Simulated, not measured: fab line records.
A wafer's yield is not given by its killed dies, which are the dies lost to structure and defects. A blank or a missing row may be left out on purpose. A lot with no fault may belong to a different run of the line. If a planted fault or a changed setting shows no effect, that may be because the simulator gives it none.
Which tool is to blame? -- flow n5_finfet -- Sampling: 10 lots, 27 wafers, 6 of 1938 route steps

WHAT EACH GAUGE READ, for each wafer
N5_PMOS_HMC_CHANNEL_EPI_OVL_MEAS_10.
lot,measured,on,PMOS_HMC_BLK_OVL (nm)
L251,day 1 17:38,overlay-01,-0.6 -0.5 0.1
L252,day 1 23:26,overlay-02,0.8 0.3 0.0
L254,day 2 11:37,overlay-02,-0.9 0.5 -0.7
L255,day 2 17:25,overlay-02,-0.5 -0.7 -1.6
L258,day 3 11:17,overlay-01,-0.3 -0.7 -0.1
L260,day 3 23:38,overlay-02,-0.6 -0.9 -0.8
L261,day 4 05:14,overlay-02,-0.5 -0.4 -0.1
L265,day 5 05:55,overlay-02,-0.3 0.9
L266,day 5 12:50,overlay-02,-0.1 0.2
L267,day 5 17:26,overlay-01,-0.3 -0.2

N5_FIN_SAQP_THK_MEAS_07.
lot,measured,on,thk_nm (nm)
L251,day 2 01:46,film_metro-01,60.1 59.8 58.6
L252,day 2 03:57,film_metro-02,58.8 60.0 59.8
L254,day 2 17:07,film_metro-02,58.9 58.2 60.2
L255,day 2 22:34,film_metro-02,60.7 60.5 60.1
L258,day 3 16:16,film_metro-01,60.1 60.3 61.1
L260,day 4 04:44,film_metro-01,59.2 59.3 60.9
L261,day 4 09:23,film_metro-02,58.7 60.0 59.9
L265,day 5 09:57,film_metro-02,59.4 58.5
L266,day 5 17:01,film_metro-02,58.6 59.9
L267,day 5 21:35,film_metro-02,60.8 59.4

N5_BEOL_M4_RC_MEAS_101.
lot,measured,on,DIBL_N (mV/V),DIBL_P (mV/V),IOFF_N (nA/um),IOFF_P (nA/um),ION_N (uA/um),ION_P (uA/um),SS_N (mV/dec),SS_P (mV/dec),VT_N (mV),VT_P (mV)
L251,day 8 08:34,prober-02,36.8 35.5 33.7,36.0 35.4 33.5,0.16 0.14 0.11,0.18 0.17 0.16,672 655 663,459 448 460,72.2 71.2 70.5,72.7 72.9 72.3,250 249 255,-252 -255 -254
L252,day 8 00:55,prober-01,37.2 34.5 34.7,36.6 33.5 33.6,0.19 0.13 0.14,0.27 0.20 0.22,692 663 663,476 461 469,72.1 71.3 71.2,73.0 72.5 73.0,249 252 249,-242 -246 -246
L254,day 8 19:19,prober-02,37.0 37.2 36.3,36.5 36.3 36.4,0.17 0.19 0.18,0.25 0.25 0.25,665 675 685,462 467 473,71.7 72.0 71.3,73.2 73.1 73.8,249 245 244,-244 -246 -247
L255,day 9 00:58,prober-01,37.8 36.9 35.3,36.6 35.6 33.9,0.17 0.15 0.12,0.21 0.19 0.18,675 657 650,459 451 447,71.3 71.4 70.9,73.5 73.4 72.8,247 247 252,-249 -249 -250
L258,day 9 21:30,prober-01,36.4 38.4 38.2,35.2 37.3 37.7,0.15 0.18 0.18,0.18 0.22 0.23,681 685 691,461 458 469,71.3 72.1 72.2,72.5 72.7 73.2,251 248 249,-253 -252 -252
L260,day 10 03:26,prober-01,36.7 36.6 36.5,37.4 37.3 36.7,0.17 0.16 0.15,0.20 0.20 0.20,681 673 662,467 464 454,71.9 71.7 71.5,74.2 73.3 73.5,252 252 254,-252 -256 -253
L261,day 10 10:58,prober-02,34.3 36.5 35.7,35.1 36.9 35.4,0.13 0.17 0.15,0.18 0.20 0.18,666 675 666,454 460 454,70.0 71.4 71.4,72.4 74.1 73.5,252 249 253,-253 -253 -255
L265,day 11 07:30,prober-02,36.1 34.1,37.4 33.8,0.15 0.11,0.22 0.17,665 648,455 449,71.6 70.7,74.4 73.0,250 256,-248 -253
L266,day 11 10:13,prober-02,37.5 34.7,37.4 34.8,0.17 0.13,0.24 0.20,668 663,462 466,71.8 71.3,73.2 72.8,249 252,-250 -250
L267,day 11 17:05,prober-02,36.5 37.1,36.5 36.3,0.17 0.16,0.24 0.23,683 679,469 467,71.2 70.8,73.5 72.1,249 248,-243 -248

WHAT TOOL EACH LOT RAN ON (gives the tool, then ch and the chambers of the sampled wafers, and finally the start)
lot,N5_PMOS_HMC_CHANNEL_EPI_ETCH_38,N5_FIN_SAQP_PECVD_47,N5_FIN_SAQP_MANDREL_ETCH_58
L251,"rie_si-04 ch 0,3, day 1 18:08","pecvd-03 ch 0,1,2, day 2 01:36","rie_si-01 ch 0,2,3, day 2 04:32"
L252,"rie_si-03 ch 0,1,2, day 1 23:56","pecvd-01 ch 0,1, day 2 03:43","rie_si-05 ch 0,1, day 2 07:14"
L254,"rie_si-02 ch 1,2,3, day 2 12:06","pecvd-03 ch 1,2, day 2 16:52","rie_si-05 ch 1,2,3, day 2 20:01"
L255,"rie_si-02 ch 1,3, day 2 18:14","pecvd-01 ch 0,1, day 2 22:21","rie_si-05 ch 1,2,3, day 3 01:22"
L258,"rie_si-03 ch 0,1,2, day 3 11:48","pecvd-01 ch 0,1, day 3 16:05","rie_si-05 ch 0,3, day 3 19:03"
L260,"rie_si-03 ch 0,1,2, day 4 00:09","pecvd-03 ch 0,1,2, day 4 04:34","rie_si-06 ch 0,1,3, day 4 07:46"
L261,"rie_si-03 ch 0,1,2, day 4 05:43","pecvd-03 ch 0,2, day 4 09:13","rie_si-01 ch 0,2, day 4 12:09"
L265,"rie_si-03 ch 1,2, day 5 06:29","pecvd-03 ch 1,2, day 5 09:47","rie_si-06 ch 0,3, day 5 15:08"
L266,"rie_si-04 ch 0,3, day 5 13:20","pecvd-03 ch 0,1, day 5 16:50","rie_si-01 ch 0,2, day 5 20:09"
L267,"rie_si-03 ch 0,1, day 5 17:56","pecvd-03 ch 0,2, day 5 21:25","rie_si-06 ch 2,3, day 6 00:49"
- N5_PMOS_HMC_CHANNEL_EPI_ETCH_38: etches SiO2 in CF4, target depth 1.5 nm.
- N5_FIN_SAQP_PECVD_47: deposits a-Si from SiH4/He, target thk 45 nm, time 36.3 s.
- N5_FIN_SAQP_MANDREL_ETCH_58: etches a-Si in HBr/Cl2, stops on SiNx, target depth 45 nm, bt time 10 s, time 27 s.

WHAT THE TOOLS THEMSELVES READ (means of the sampled wafers that have a number; where no wafer has one, the mark that the record gives instead)
N5_PMOS_HMC_CHANNEL_EPI_ETCH_38.
lot,tool,drypump_motor_current_A (A),oes_product_au (a.u.),throttle_valve_pct (%)
L251,rie_si-04,6.22,0.977,22.09
L252,rie_si-03,5.68,0.999,21.68
L254,rie_si-02,6.03,0.980,21.77
L255,rie_si-02,6.10,0.971,21.74
L258,rie_si-03,5.68,1.000,21.67
L260,rie_si-03,5.69,1.003,21.67
L261,rie_si-03,5.69,0.999,21.68
L265,rie_si-03,5.58,0.984,21.88
L266,rie_si-04,6.10,1.007,22.12
L267,rie_si-03,5.63,1.013,21.62

N5_FIN_SAQP_PECVD_47.
lot,tool,chamber_pressure_Torr (Torr),heater_power_w (W),run_length_s (s),showerhead_plenum_p_Torr (Torr),throttle_valve_pct (%)
L251,pecvd-03,3.001,836,72.9,5.66,18.4
L252,pecvd-01,3.002,987,72.5,5.75,18.6
L254,pecvd-03,3.004,868,73.4,5.66,19.2
L255,pecvd-01,2.998,918,72.3,5.72,18.1
L258,pecvd-01,2.997,867,72.5,5.71,18.2
L260,pecvd-03,2.999,859,72.9,5.65,18.6
L261,pecvd-03,3.000,770,72.7,5.63,17.5
L265,pecvd-03,3.004,870,64.0,5.67,18.8
L266,pecvd-03,3.000,782,68.4,5.67,19.4
L267,pecvd-03,2.998,746,63.8,5.64,17.9

N5_FIN_SAQP_MANDREL_ETCH_58.
lot,tool,drypump_motor_current_A (A),oes_product_au (a.u.),throttle_valve_pct (%)
L251,rie_si-01,5.6,0.691,35.7
L252,rie_si-05,5.8,0.696,35.2
L254,rie_si-05,5.9,0.697,35.5
L255,rie_si-05,5.8,0.695,35.5
L258,rie_si-05,5.1,0.703,36.0
L260,rie_si-06,5.6,0.685,35.8
L261,rie_si-01,5.6,0.682,35.5
L265,rie_si-06,6.0,0.600,36.2
L266,rie_si-01,5.6,0.630,35.8
L267,rie_si-06,5.6,0.593,35.7

THE ANSWER, worked out from the rows above alone
Rule: the usual values come from the lots themselves. The widest of any qualifying gaps counts: lots, ordered by their means at a reading, are off when they make up no more than a third of the lots, leave a main group of 4 or more, and stand apart from it by 3 or more times the standard deviation of that group's means. Not used: any main group whose means are identical at the precision the tables above print for the reading. Also off: a lot with no number at a reading for which 4 or more lots have one. Where the step has rows for the other lots, those lots are counted as sound. The gauges are gone through in route order, then the tools' own readings, and for those a lot's mean is taken as printed above. At the first step where some lot is off, the reading lying furthest off is the one used; lots without a number count as furthest.
Off: L265, L266, L267 (N5_FIN_SAQP_PECVD_47, run_length_s). Mean 72.7 s and standard deviation 0.34 in the main group.
A tool fits if, at that step or a process step before it, it ran every lot that is off, and no sound lot after the first of them. One candidate fits, namely pecvd-03 at N5_FIN_SAQP_PECVD_47. Its last sound lot is L261 (day 4 09:13), its first lot that is off L265 (day 5 09:47): a fault that began between those two fits.
The tool's own readings at N5_FIN_SAQP_PECVD_47 bear it out: on the lots that are off they differ by more than 5 times the standard deviation of the sound lots' means. run_length_s reads 65.4 s there against 72.7 s on the sound lots.

WHAT THE SIMULATOR HAD INSERTED
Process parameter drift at N5_FIN_SAQP_PECVD_47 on pecvd-03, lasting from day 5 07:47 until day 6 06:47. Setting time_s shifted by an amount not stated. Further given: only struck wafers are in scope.
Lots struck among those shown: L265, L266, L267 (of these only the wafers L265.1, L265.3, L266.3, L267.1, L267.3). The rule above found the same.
